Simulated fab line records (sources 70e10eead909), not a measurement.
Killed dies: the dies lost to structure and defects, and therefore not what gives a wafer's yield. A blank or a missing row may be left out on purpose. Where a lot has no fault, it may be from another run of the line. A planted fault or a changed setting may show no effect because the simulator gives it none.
fab line records | flow nand_harc
record: lots: 15 wafers: 45 last_day: 24
route steps=1159 shown P_ZERO_WELL@11 P_STI@87
lots untouched by any fault: they come from a run of this same line in which no faults occurred
start_h: the number of hours between the record's first day and the start of the first shown wafer of the lot | wait_h: hours from the lot's prior step to this one | " repeats the value in the row above | L1.1+2: a row that stands for several wafers | - either no value or no given start | * or withheld: withheld | < > ~ a bound
route shown NAME@n: NAME is a module with steps in the file, n the number in the route of the first one | usual: the fault-free wafers' mean and standard deviation | same: alike in all rows | chamber/n: place in a boat | sites: per-site readings | _std_site: their standard deviation | _edge_site: outer sites' mean less inner sites' | radius_mm: for every site, how far away it sits from the centre of the wafer | mask NAME#n: copy n | behind: the last tool/chamber to shape the wafer | hold: cause of the lot's hold/its duration in hours/its outcome | device: the transistor (n, p or np) that didn't switch | end of line: the tests these same wafers got at the end of their route | step lacking rows: just its recipe | killed: the dies lost at the first sort to structure and to defects; this is not the yield of the wafer | map: shows each die of a wafer: x if killed, . if not, _ if none is there
set.NAME: the setting as run; set.NAME@STEP: as run at that earlier step | model.NAME: the simulator's own value behind a step, which no gauge read
a sample of lots followed through the steps of the route, with each step as a table and each wafer as a row
services: from which hour (start_h, from the record's first day; less than 0 if before it) a tool's chamber was out of use, for how many hours, and why
== steps ==
step: NHARC_P_ZERO_WELL_EXPOSE_08
recipe: na: 0.55 target_cd_nm: 500 dose_mj: 33.8 mask_id: P_ZERO
usual: exposure_dose_mJ_cm2: 33.78/0.041 focus_offset_nm: 0.1/0.55 na: 0.55/0
columns lot.wafer tool chamber start_h wait_h mask exposure_dose_mJ_cm2 focus_offset_nm na
L774.3 krf_scanner-01 0 19.14 - P_ZERO#0 33.77 0.0 0.55
L774.4 " 0 " " P_ZERO#0 33.72 -0.4 0.55
L774.6 " 0 " " P_ZERO#0 33.77 -0.6 0.55
L775.1 krf_scanner-02 0 25.20 - P_ZERO#0 33.79 0.0 0.55
L775.5 " 0 " " P_ZERO#0 33.76 0.6 0.55
L775.6 " 0 " " P_ZERO#0 33.75 0.3 0.55
L776.1 krf_scanner-04 0 31.09 - P_ZERO#0 33.81 0.5 0.55
L776.5 " 0 " " P_ZERO#0 33.86 0.2 0.55
L776.6 " 0 " " P_ZERO#0 33.85 -0.9 0.55
L777.1 krf_scanner-01 0 37.10 - P_ZERO#0 33.81 0.3 0.55
L777.2 " 0 " " P_ZERO#0 33.79 0.6 0.55
L777.4 " 0 " " P_ZERO#0 33.83 0.8 0.55
L778.1 krf_scanner-02 0 43.09 - P_ZERO#0 33.75 1.0 0.55
L778.2 " 0 " " P_ZERO#0 33.79 0.2 0.55
L778.6 " 0 " " P_ZERO#0 33.80 0.0 0.55
L779.1 krf_scanner-04 0 49.08 - P_ZERO#0 33.85 -0.2 0.55
L779.3 " 0 " " P_ZERO#0 33.80 0.1 0.55
L779.6 " 0 " " P_ZERO#0 33.77 -0.4 0.55
L782.1 krf_scanner-01 0 67.08 - P_ZERO#0 33.80 0.8 0.55
L782.3 " 0 " " P_ZERO#0 33.78 0.4 0.55
L782.6 " 0 " " P_ZERO#0 33.82 0.3 0.55
L783.1 krf_scanner-02 0 73.13 - P_ZERO#0 33.76 0.5 0.55
L783.2 " 0 " " P_ZERO#0 33.73 0.1 0.55
L783.5 " 0 " " P_ZERO#0 33.79 -0.4 0.55
L784.1 krf_scanner-01 0 79.09 - P_ZERO#0 33.77 0.3 0.55
L784.4 " 0 " " P_ZERO#0 33.73 0.9 0.55
L784.6 " 0 " " P_ZERO#0 33.75 0.9 0.55
L785.1 krf_scanner-04 0 85.10 - P_ZERO#0 33.89 0.0 0.55
L785.5 " 0 " " P_ZERO#0 33.81 0.0 0.55
L785.6 " 0 " " P_ZERO#0 33.79 -0.6 0.55
L787.2 krf_scanner-04 0 97.24 - P_ZERO#0 33.84 0.2 0.55
L787.3 " 0 " " P_ZERO#0 33.82 0.0 0.55
L787.6 " 0 " " P_ZERO#0 33.79 0.7 0.55
L790.1 krf_scanner-04 - 115.42 - P_ZERO#0 - - -
L790.3 " - " " P_ZERO#0 - - -
L790.4 " - " " P_ZERO#0 - - -
L791.4 krf_scanner-01 - 121.28 - P_ZERO#0 - - -
L791.5 " - " " P_ZERO#0 - - -
L791.6 " - " " P_ZERO#0 - - -
L792.1 krf_scanner-01 - 126.97 - P_ZERO#0 - - -
L792.3 " - " " P_ZERO#0 - - -
L792.4 " - " " P_ZERO#0 - - -
L796.1 krf_scanner-02 0 151.15 - P_ZERO#0 33.77 0.0 0.55
L796.2 " 0 " " P_ZERO#0 33.82 -0.2 0.55
L796.4 " 0 " " P_ZERO#0 33.81 -1.0 0.55
step: NHARC_P_ZERO_WELL_DESCUM_13
recipe: time_s: 3 o2_flow_sccm: 200 ar_flow_sccm: 0 bias_power_w: 0 chemistry: O2
usual: drypump_motor_current_A: 5.6/0.59 oes_product_au: 0.997/0.01 rf_vpp_V: 57.5/0.82 showerhead_plenum_p_Torr: 1.85/0.064 throttle_valve_pct: 11.311/0.0098
columns lot.wafer tool chamber start_h wait_h drypump_motor_current_A oes_product_au rf_hours_counter_h rf_vpp_V showerhead_plenum_p_Torr throttle_valve_pct
L774.4 rie_diel-06 2 19.44 - 5.8 1.003 8.2 58.1 1.82 11.301
L774.3 " 0 " " 5.8 1.030 7.2 58.1 1.89 11.317
L774.6 " 2 " " 5.8 1.006 - 56.9 1.82 11.312
L775.1 rie_diel-06 2 25.51 - 5.8 1.000 8.2 57.8 1.82 11.303
L775.6 " 2 " " 5.8 1.002 - 56.5 1.82 11.286
L775.5 " 3 " " 4.7 1.003 - 58.6 2.00 11.304
L776.1 rie_diel-06 1 31.44 - 6.3 1.010 8.3 58.2 1.80 11.327
L776.5 " 1 " " 6.3 1.007 - 56.0 1.80 11.320
L776.6 " 2 " " 5.8 1.000 - 57.2 1.82 11.310
L777.4 rie_diel-06 2 37.42 - 5.8 1.004 9.3 58.0 1.82 11.318
L777.2 " 3 " " 4.7 1.004 9.2 58.7 2.00 11.311
L777.1 " 0 " " 5.8 1.012 8.9 57.8 1.89 11.320
L778.2 rie_diel-06 1 43.42 - 6.2 0.997 9.3 58.5 1.79 11.302
L778.1 " 2 " " 5.8 1.006 9.6 57.2 1.82 11.310
L778.6 " 0 " " 5.8 1.002 - 57.2 1.89 11.323
L779.1 rie_diel-06 3 49.40 - 4.7 1.000 9.7 57.6 2.00 11.304
L779.3 " 1 " " 6.3 0.997 9.5 56.8 1.80 11.308
L779.6 " 3 " " 4.7 0.999 - 57.1 2.00 11.311
L782.1 rie_diel-12 0 67.41 - 5.9 0.975 2.4 57.1 1.81 11.297
L782.3 " 1 " " 4.8 0.998 2.6 56.3 1.91 11.314
L782.6 " 3 " " 5.1 0.989 - 57.2 1.80 11.315
L783.1 rie_diel-12 2 73.45 - 6.5 1.000 3.3 57.8 1.79 11.314
L783.2 " 3 " " 5.1 1.000 3.0 57.9 1.80 11.314
L783.5 " 2 " " 6.5 0.990 - 58.1 1.79 11.311
L784.1 rie_diel-05 1 79.41 - 5.2 1.000 5.9 57.2 1.87 11.312
L784.4 " 3 " " 6.1 0.995 5.6 57.7 1.82 11.311
L784.6 " 0 " " 5.0 0.997 - 57.6 1.87 11.305
L785.1 rie_diel-12 3 85.42 - 5.1 0.992 4.6 56.0 1.80 11.295
L785.5 " 2 " " 6.6 0.989 - 58.5 1.79 11.300
L785.6 " 3 " " 5.1 0.988 - 57.8 1.80 11.312
L787.3 rie_diel-05 2 97.57 - 5.3 0.984 6.2 57.3 1.93 11.315
L787.2 " 3 " " 6.0 0.976 6.1 57.5 1.82 11.305
L787.6 " 1 " " 5.2 1.002 - 56.8 1.87 11.291
L790.1 rie_diel-12 0 115.73 - 5.9 1.004 8.1 56.3 1.80 11.291
L790.4 " 1 " " 4.8 1.000 7.5 59.3 1.90 11.316
L790.3 " 2 " " 6.5 1.004 7.2 57.7 1.79 11.331
L791.4 rie_diel-05 3 121.59 - 6.0 0.996 7.0 57.5 1.82 11.325
L791.5 " 1 " " 5.2 0.993 - 57.4 1.87 11.302
L791.6 " 2 " " 5.3 0.985 - 59.0 1.93 11.314
L792.3 rie_diel-12 3 127.29 - 5.1 1.000 9.2 56.7 1.80 11.320
L792.4 " 1 " " 4.8 1.002 9.1 59.3 1.90 11.306
L792.1 " 2 " " 6.5 1.010 8.4 57.4 1.79 11.313
L796.2 rie_diel-05 1 151.46 - 5.2 0.994 8.5 59.5 1.87 11.311
L796.1 " 2 " " 5.4 0.979 8.6 59.2 1.92 11.304
L796.4 " 0 " " 5.0 1.000 8.8 58.1 1.87 11.307
step: NHARC_P_STI_DESCUM_14
recipe: time_s: 3 o2_flow_sccm: 200 ar_flow_sccm: 0 bias_power_w: 0 chemistry: O2
usual: drypump_motor_current_A: 5.6/0.41 oes_product_au: 0.998/0.013 rf_vpp_V: 57.9/0.95 showerhead_plenum_p_Torr: 1.92/0.098 throttle_valve_pct: 11.311/0.0087
columns lot.wafer tool chamber start_h wait_h drypump_motor_current_A oes_product_au rf_hours_counter_h rf_vpp_V showerhead_plenum_p_Torr throttle_valve_pct
L774.3 rie_diel-11 3 38.13 - 6.1 0.979 0.2 58.5 2.05 11.315
L774.4 " 2 " " 5.5 1.018 0.2 57.7 1.81 11.316
L774.6 " 0 " " 5.6 0.998 - 56.7 1.79 11.320
L775.1 rie_diel-10 2 47.26 - 5.8 0.969 0.8 58.2 2.03 11.318
L775.5 " 2 " " 5.8 0.976 - 59.2 2.03 11.309
L775.6 " 3 " " 6.4 0.995 - 56.5 1.93 11.307
L776.1 rie_diel-11 0 55.27 - 5.6 1.005 1.0 57.7 1.79 11.308
L776.6 " 0 " " 5.6 1.003 - 56.4 1.79 11.333
L776.5 " 1 " " 5.5 1.016 - 57.3 1.93 11.310
L777.2 rie_diel-10 2 58.85 - 5.8 0.985 1.1 58.5 2.03 11.306
L777.4 " 3 " " 6.4 0.992 1.0 57.4 1.93 11.308
L777.1 " 1 " " 5.0 0.993 1.2 58.1 2.05 11.311
L778.2 rie_diel-04 3 65.11 - 5.5 0.996 7.8 57.8 1.87 11.304
L778.1 " 0 " " 5.3 1.006 7.3 59.7 2.06 11.313
L778.6 " 2 " " 5.8 0.996 - 56.9 1.85 11.322
L779.1 rie_diel-04 2 76.34 - 5.8 0.997 9.2 58.2 1.85 11.314
L779.3 " 3 " " 5.4 0.990 9.4 58.2 1.87 11.298
L779.6 " 1 " " 6.0 1.008 - 56.8 1.85 11.319
L782.3 rie_diel-10 2 87.21 - 5.8 0.986 1.6 59.2 2.03 11.320
L782.1 " 3 " " 6.4 0.979 1.2 57.8 1.93 11.306
L782.6 " 1 " " 5.0 1.003 - 58.6 2.05 11.327
L783.1 rie_diel-04 3 96.83 - 5.5 0.989 10.1 57.8 1.87 11.309
L783.2 " 0 " " 5.3 1.004 9.3 58.7 2.06 11.318
L783.5 " 2 " " 5.8 1.011 - 57.9 1.85 11.318
L784.4 rie_diel-11 3 101.09 - 6.1 0.990 2.8 59.1 2.05 11.312
L784.1 " 0 " " 5.6 1.003 2.7 58.4 1.79 11.286
L784.6 " 2 " " 5.6 1.015 - 55.9 1.81 11.303
L785.1 rie_diel-11 1 109.18 - 5.5 1.026 2.9 57.5 1.93 11.305
L785.5 " 3 " " 6.1 0.996 - 58.2 2.05 11.327
L785.6 " 0 " " 5.6 0.991 - 57.6 1.79 11.319
L787.3 rie_diel-11 2 116.44 - 5.6 1.009 3.1 58.2 1.81 11.323
L787.2 " 0 " " 5.6 0.996 3.1 56.7 1.79 11.302
L787.6 " 2 " " 5.6 1.015 - 55.5 1.81 11.315
L796.1 rie_diel-10 3 174.90 - 6.4 0.990 3.1 58.8 1.93 11.312
L796.2 " 0 " " 4.9 0.986 3.5 57.3 1.82 11.300
L796.4 " 1 " " 5.0 0.991 3.5 58.1 2.05 11.299
step: NHARC_P_STI_OCD_MEAS_43
usual: trench_depth_nm: 301/4.2 trench_foot_cd_nm: 156.4/2.5
columns lot.wafer tool chamber start_h wait_h trench_depth_nm trench_foot_cd_nm
L774.3 ocd-01 - 39.19 - 310 155.0
L774.4 " - " " 308 157.2
L774.6 " - " " 308 159.3
L775.1 ocd-01 - 48.29 - 302 159.1
L775.5 " - " " 308 155.6
L775.6 " - " " 306 156.4
L776.1 ocd-01 - 56.31 - 307 159.8
L776.5 " - " " 308 158.3
L776.6 " - " " 307 156.1
L777.1 ocd-01 - 59.93 - 294 155.1
L777.2 " - " " 307 153.5
L777.4 " - " " 295 154.7
L778.1 ocd-01 - 66.15 - 301 153.9
L778.2 " - " " 297 156.3
L778.6 " - " " 301 158.0
L779.1 ocd-01 - 77.36 - 309 157.6
L779.3 " - " " 302 157.7
L779.6 " - " " 300 157.5
L782.1 ocd-01 - 88.24 - 290 159.7
L782.3 " - " " 301 151.1
L782.6 " - " " 299 153.9
L783.1 ocd-02 - 97.85 - 303 151.9
L783.2 " - " " 308 152.9
L783.5 " - " " 300 153.3
L784.1 ocd-02 - 102.13 - 295 149.9
L784.4 " - " " 304 152.2
L784.6 " - " " 301 154.2
L785.1 ocd-02 - 110.20 - 297 159.7
L785.5 " - " " 298 159.7
L785.6 " - " " 307 154.2
L787.2 ocd-02 - 117.46 - 301 159.9
L787.3 " - " " 298 158.6
L787.6 " - " " 302 159.7
L796.1 ocd-02 - 175.93 - 301 155.0
L796.2 " - " " 299 156.3
L796.4 " - " " 304 152.7
== services ==
columns tool chamber start_h hours kind
rie_diel-10 - -0.50 9.0 pm
krf_scanner-02 - 8.69 3.0 repair
krf_scanner-01 - 10.26 0.2 repair
rie_diel-11 - 12.50 9.0 pm
rie_diel-10 - 13.03 0.8 repair
krf_scanner-02 - 17.80 0.3 repair
krf_scanner-01 - 24.20 3.4 repair
rie_diel-12 - 25.40 9.0 pm
rie_diel-11 0 36.48 1.2 repair
krf_scanner-02 - 38.00 4.0 pm
rie_diel-11 0 48.93 3.5 repair
rie_diel-06 - 64.21 9.0 pm
krf_scanner-04 - 64.44 2.5 repair
krf_scanner-01 - 84.00 4.0 pm
krf_scanner-02 - 110.69 0.6 repair
krf_scanner-01 - 117.44 0.5 repair
rie_diel-11 1 122.80 3.4 repair
krf_scanner-04 - 126.00 4.0 pm
rie_diel-11 0 128.19 1.5 repair
rie_diel-06 1 132.28 3.8 repair
rie_diel-12 0 142.69 1.5 repair
krf_scanner-04 - 144.19 1.7 repair
rie_diel-12 1 151.24 1.4 repair
rie_diel-05 - 158.67 1.0 repair
== key ==
first_sign: step: NHARC_P_ZERO_WELL_EXPOSE_08 reading: tool_record direction: missing
effect none on later readings
met_at NHARC_P_ZERO_WELL_EXPOSE_08
struck_lots L790,L791,L792
later_rows_left_out L790.1,L790.3,L790.4,L791.4,L791.5,L791.6,L792.1,L792.3,L792.4
sort_left_out L790.1,L790.3,L790.4,L791.4,L791.5,L791.6,L792.1,L792.3,L792.4
tester_left_out L790,L791,L792
not_acting_at NHARC_P_ZERO_WELL_DESCUM_13,NHARC_P_STI_DESCUM_14,NHARC_P_STI_OCD_MEAS_43
onset_between 97.24 115.42
fault: kind: skipped_step_whole tool: krf_scanner-01,krf_scanner-04 chamber: - onset_h: 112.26 steps: NHARC_P_ZERO_WELL_EXPOSE_08 scope: struck_lots_only
tester_left_out: of these lots the tester's yield and bins aren't shown, on N5 and GAA mostly nor the transistor test; their killed dies are dies lost to structure and defects alone, not to doping, threshold or leakage, so they don't give the yield
sort_left_out: the simulated sort isn't trusted on such a fault, so these wafers' sort isn't shown, and their yield isn't known
later_rows_left_out: the simulator's readings of these wafers behind a module that went badly wrong aren't trusted and aren't shown, but for the sort
